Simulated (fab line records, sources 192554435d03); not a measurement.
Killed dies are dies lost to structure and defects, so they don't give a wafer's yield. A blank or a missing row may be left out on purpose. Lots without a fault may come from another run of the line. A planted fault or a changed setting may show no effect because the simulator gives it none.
Chamber matching | flow n5_finfet | N5_BEOL_M6_DESCUM_16 on rie_diel-02: 4 sister chambers
The step chemistry O2, time 7.9 s. 16 wafers are shown with their chamber, then 8 later ones without.

WAFERS WITH THEIR CHAMBER
wafer  | chamber | drypump_motor_current_A (A) | throttle_valve_pct (%) | showerhead_plenum_p_Torr (Torr)
L074.2 | 2       | 6.1                         | 20.07                  | 2.13
L074.3 | 1       | 5.5                         | 20.80                  | 2.16
L074.5 | 1       | 5.5                         | 20.79                  | 2.16
L077.1 | 3       | 5.5                         | 20.15                  | 2.16
L077.2 | 2       | 6.2                         | 20.12                  | 2.13
L077.3 | 1       | 5.5                         | 20.80                  | 2.16
L076.3 | 2       | 6.2                         | 20.11                  | 2.13
L076.4 | 3       | 5.5                         | 20.16                  | 2.16
L076.6 | 2       | 6.2                         | 20.11                  | 2.13
L080.4 | 0       | 6.0                         | 20.24                  | 2.12
L080.5 | 2       | 6.2                         | 20.11                  | 2.13
L080.6 | 1       | 5.5                         | 20.82                  | 2.16
L086.2 | 0       | 6.0                         | 20.25                  | 2.11
L086.3 | 2       | 6.2                         | 20.14                  | 2.12
L086.6 | 2       | 6.2                         | 20.14                  | 2.12
L094.2 | 1       | 5.5                         | 20.59                  | 2.15

SIGNATURES (means of the wafers above)
reading                  | chamber 0 | chamber 1 | chamber 2 | chamber 3 | scatter within a chamber
drypump_motor_current_A  | 6.000     | 5.500     | 6.186     | 5.500     | 0.0267
throttle_valve_pct       | 20.2450   | 20.7600   | 20.1143   | 20.1550   | 0.0578
showerhead_plenum_p_Torr | 2.1150    | 2.1580    | 2.1271    | 2.1600    | 0.00477
Rule: a wafer's distance from a chamber is the root of the sum, over the readings, of the square of ((its reading less the chamber's mean) divided by the reading's scatter). The wafer belongs to the nearest chamber; if the next one is less than 2 further off, it can't be placed. The scatter: the root of (the sum of the squares of (reading less its chamber's mean) over the shown wafers, divided by (wafers less chambers)).

WAFERS WITHOUT THEIR CHAMBER
wafer  | drypump_motor_current_A (A) | throttle_valve_pct (%) | showerhead_plenum_p_Torr (Torr)
L094.3 | 6.2                         | 20.18                  | 2.11
L094.4 | 6.0                         | 20.26                  | 2.11
L096.3 | 5.5                         | 20.22                  | 2.14
L096.4 | 6.2                         | 20.17                  | 2.11
L096.5 | 5.5                         | 20.59                  | 2.15
L097.2 | 5.5                         | 20.60                  | 2.15
L097.4 | 6.0                         | 20.29                  | 2.11
L097.5 | 6.0                         | 20.29                  | 2.11

WHICH CHAMBER EACH WENT THROUGH
wafer  | from the rows above | in truth
L094.3 | 2                   | 2
L094.4 | 0                   | 0
L096.3 | 3                   | 3
L096.4 | 2                   | 2
L096.5 | 1                   | 1
L097.2 | 1                   | 1
L097.4 | 0                   | 0
L097.5 | 0                   | 0
Placed correctly: 8 of 8. Can't be placed from these rows: 0. Placed wrongly: 0.
